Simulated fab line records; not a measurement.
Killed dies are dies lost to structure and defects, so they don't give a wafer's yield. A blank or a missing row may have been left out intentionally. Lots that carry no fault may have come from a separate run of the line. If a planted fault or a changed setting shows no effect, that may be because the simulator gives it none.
A lot that was struck, set against a sound lot + flow n5 finfet + 43 out of 1938 route steps
Sound: the wafers L181.1, L181.5, L181.6. The struck wafers were L188.3, L188.4, L188.5. At the end, the cause is stated.
Per side, at each step with rows, come the tool, then ch with its chambers, and then its first start. Under that, the readings that differ: sound wafers + struck wafers + difference of the means + sigmas: that difference in standard deviations of wafers without a fault.
alike: readings with means less than 2 such deviations apart, plus words and numbers identical on both sides. not compared: withheld readings, readings lacking a value on some wafer, bounds such as >300 that could conceal the same value, and numbers that have no deviation in the record and whose values overlap.
The two part at a step that has a row with sigmas, a row that says differs or no value, or rows on one side only. Numbers that have no deviation but don't overlap get no sigmas and don't part them. Lack of a reading on every wafer of one side parts them only where that side has two or more wafers.

first, 10 steps without rows for these wafers: N5_DUMMY_GATE_ETCH_23 (etches poly-Si in HBr/Cl2/O2, target depth 41 nm, time 22.3 s); N5_DUMMY_GATE_ETCH_44 (etches poly-Si in HBr/O2, stops on SiO2, target depth 127.5 nm); N5_DUMMY_GATE_ETCH_42 (etches SiO2 in CHF3/O2, target depth 3.5 nm, time 31 s); N5_DUMMY_GATE_STRIP_48 (strips in N2/H2, time 20 s); N5_DUMMY_GATE_PRECLEAN_33 (cleans in dHF, time 10 s); N5_DUMMY_GATE_PRECLEAN_25 (cleans in O3/DIW, time 45 s); N5_DUMMY_GATE_PRECLEAN_51 (cleans in SC2, time 45 s); N5_DUMMY_GATE_SRD_26 (time 30 s); N5_DUMMY_GATE_UV_OZONE_45 (time 120 s); N5_SPACER0_ALD_07 (deposits SiNx, target thk 2 nm).
N5_SPACER0_ALD_00: deposits SiOCN, target thk 3.5 nm, pulse time 3 s, purge time 2 s.
  sound on ald sin-04 ch 1,2,3, day 6 01:38; struck on ald sin-04 ch 0,1,3, day 7 13:03
  alike: heater power w, precursor pulse height rel
then, 1 step without rows for these wafers: N5_SPACER0_ALD_08 (deposits SiNx, target thk 2 nm).
N5_SPACER0_INSPECT_04: inspects for defects (darkfield).
  struck on defect inspect-02, day 7 13:28; sound on defect inspect-02, day 6 02:03
| reading          | sound       | struck      | difference | sigmas |
|------------------|-------------|-------------|------------|--------|
| raw defect count | 108 148 186 | 562 505 516 | +380       | +10    |
then, 8 steps without rows for these wafers: N5_SD_EPI_N_COAT_32 (time 60 s, resist thk 350 nm); N5_SD_EPI_N_COAT_33 (time 60 s, resist thk 35 nm); N5_SD_EPI_N_COAT_03 (resist thk 150 nm); N5_SD_EPI_N_EBR_05; N5_SD_EPI_N_SOFTBAKE_04 (time 60 s); N5_SD_EPI_N_EXPOSE_06 (exposes mask SD N BLK, target cd 120 nm); N5_SD_EPI_N_PEB_07 (peb time 60 s); N5_SD_EPI_N_DEVELOP_08 (develop time 30 s).
N5_SD_EPI_N_INSPECT_11: inspects for defects (macro).
  struck on defect inspect-02, day 7 13:47; sound on defect inspect-02, day 6 02:23
| reading          | sound | struck         | difference | sigmas |
|------------------|-------|----------------|------------|--------|
| raw defect count | 1 1 1 | >300 >300 >300 | differs    |        |
then, 16 steps without rows for these wafers: N5_SD_EPI_N_DESCUM_14 (chemistry O2, time 7.9 s); N5_SD_EPI_N_ETCH_34 (etches SiARC in CF4, target depth 45.5 nm, time 75.8 s); N5_SD_EPI_N_ETCH_35 (etches SOC in N2/H2, overetch 108 nm, time 486 s); N5_SD_EPI_N_STRIP_36 (strips in N2/H2); N5_SD_EPI_N_ETCHBACK_44 (etches SiNx in CH3F/O2, stops on SiO2, target depth 14.5 nm); N5_SD_EPI_N_ETCH_45 (etches SiOCN in CH3F/O2, target depth 6 nm); N5_SD_EPI_N_ETCH_16 (etches SiO2 in CHF3/O2, target depth 5 nm); N5_SD_EPI_N_STRIP_47 (strips in CHF3/O2); N5_SD_EPI_N_SD_RECESS_17 (chemistry HBr/Cl2/O2, target depth 41 nm, time 23.7 s, bt time 3 s); N5_SD_EPI_N_STRIP_38 (strips in N2/H2); N5_SD_EPI_N_WET_ETCH_43 (etches SiO2 in dHF, time 14 s, target depth 1.5 nm); N5_SD_EPI_N_STRIP_18 (strips in SPM, time 750 s); N5_SD_EPI_N_SRD_20 (time 30 s); N5_SD_EPI_N_PRECLEAN_48 (cleans in NF3:NH3, afs cycles 2, time 20 s, sublimation time 60 s); N5_SD_EPI_N_VAPOR_ETCH_50 (etches Si in HCl, time 54 s); N5_SD_EPI_N_EPI_21 (deposits Si:P, time 690 s).
N5_SD_EPI_N_INSPECT_26: inspects for defects (darkfield).
  struck on defect inspect-02, day 7 18:06; sound on defect inspect-01, day 6 06:22
| reading          | sound       | struck      | difference | sigmas |
|------------------|-------------|-------------|------------|--------|
| raw defect count | 137 187 182 | 618 558 577 | +416       | +11    |
N5_SD_EPI_P_INSPECT_26: inspects for defects (darkfield).
  struck on defect inspect-02, day 7 23:08; sound on defect inspect-02, day 6 10:56
| reading          | sound       | struck      | difference | sigmas |
|------------------|-------------|-------------|------------|--------|
| raw defect count | 130 181 226 | 597 541 591 | +397       | +11    |
N5_SD_ACTIVATION_INSPECT_02: inspects for defects (darkfield).
  struck on defect inspect-02, day 8 01:13; sound on defect inspect-02, day 6 12:35
| reading          | sound       | struck      | difference | sigmas |
|------------------|-------------|-------------|------------|--------|
| raw defect count | 143 172 217 | 585 535 574 | +387       | +10    |
-- record jumps: 7 days separate the struck wafers' starts on either side; left off in module SD_ACTIVATION, taken up again in module BEOL_M4, whose first shown step is the route's number 1111 --
N5_BEOL_M4_RC_MEAS_101:
  sound on prober-02 ch 0, day 12 22:34; struck on prober-02 ch 0, day 14 15:31
| reading   | sound          | struck         | difference | sigmas |
|-----------|----------------|----------------|------------|--------|
| VT_P (mV) | -246 -247 -250 | -255 -255 -253 | -7         | -2     |
  alike: DIBL_N, DIBL_P, IOFF_N, IOFF_P, ION_N, ION_P, SS_N, SS_P, VT_N
-- here the record skips 5 days between the struck wafers' starts before and after, leaving off in module BEOL_M4 and picking up in module PASSIVATION (first step shown: number 1936 of the route) --
N5_PASSIVATION_PROBE_49:
  struck on prober-01, day 19 09:01; sound on prober-02, day 17 17:48
| reading                  | sound     | struck         | difference | sigmas |
|--------------------------|-----------|----------------|------------|--------|
| defect limited yield (%) | 90.8 92.8 | 84.2 86.8 83.8 | -6.9       | -5     |
| killed at front end      | 45 30     | 100 87 137     | +70        | +6     |
| killed dies              | 108 85    | 186 156 191    | +81        | +5     |
| killed on rim            | 18 11     | 31 27 17       | +10        | +3     |
| sort_bin_5_function (%)  | 5.3 4.7   | 8.6 8.5 9.6    | +3.9       | +4     |
| sort_bin_6_memory (%)    | 3.3 2.1   | 5.7 3.6 3.8    | +1.7       | +3     |
| sort n pass              | 1072 1095 | 994 1024 989   | -81        | -5     |
| sort yield pct (%)       | 90.8 92.8 | 84.2 86.8 83.8 | -6.9       | -5     |
  alike: killed_at_M0_to_M3, killed_at_M4_up, killed at contacts, killed at other, killed open, killed short, sort_bin_8_speed

== WHERE THEY PART ==
Last at N5_PASSIVATION_PROBE_49 as far as this record goes, first at N5_SPACER0_INSPECT_04.

WHY: whatever the simulator had introduced
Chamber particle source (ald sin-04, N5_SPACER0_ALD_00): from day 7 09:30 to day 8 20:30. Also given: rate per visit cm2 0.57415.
